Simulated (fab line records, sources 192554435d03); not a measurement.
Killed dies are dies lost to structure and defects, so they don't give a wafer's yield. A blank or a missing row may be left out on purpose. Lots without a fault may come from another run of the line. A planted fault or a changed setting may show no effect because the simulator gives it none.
Which tool did it? | flow n5_finfet | 12 lots, 36 wafers sampled, at 1 step of a route of 1938

WHAT THE GAUGES READ, wafer by wafer
N5_BEOL_M5_THK_MEAS_01.
lot  | measured     | on            | M5_ILD_THK (nm)
L075 | day 8 18:48  | film_metro-02 | 120.1 120.0 121.7
L077 | day 9 06:49  | film_metro-01 | 121.6 122.2 124.9
L080 | day 9 21:52  | film_metro-01 | 121.2 122.1 124.3
L079 | day 10 01:47 | film_metro-01 | 119.5 119.1 121.9
L082 | day 10 17:17 | film_metro-01 | 118.1 124.0 119.5
L086 | day 11 09:09 | film_metro-01 | 117.2 121.8 123.7
L087 | day 11 23:54 | film_metro-01 | 120.0 121.5 122.0
L088 | day 12 03:44 | film_metro-01 | 117.4 121.0 120.7
L091 | day 12 22:22 | film_metro-01 | 120.6 122.0 123.8
L093 | day 13 07:41 | film_metro-01 | 120.1 119.7 121.1
L094 | day 13 23:37 | film_metro-02 | 116.7 120.5 119.4
L097 | day 14 06:20 | film_metro-02 | 121.1 118.2 121.3

WHICH TOOL RAN EACH LOT (tool, then ch and the chambers of the sampled wafers, then the start)
The record holds no process step before these readings.

THE ANSWER, worked out from the rows above alone
Rule: what is usual is taken from the lots themselves. Put in order of their means at a reading, lots are off if they are a third of the lots or fewer, leave a main group of 4 or more, and stand apart from it by a gap of 3 or more times the standard deviation of the main group's means; of several such gaps the widest counts. A main group whose means are all the same, to the digits that the tables above print for the reading, isn't used. A lot without any number at a reading at which 4 lots or more have one is off too. The other lots that the step has rows for count as sound.
No lot is off at any reading shown: from this, nothing can be told.

WHAT THE SIMULATOR HAD PUT IN
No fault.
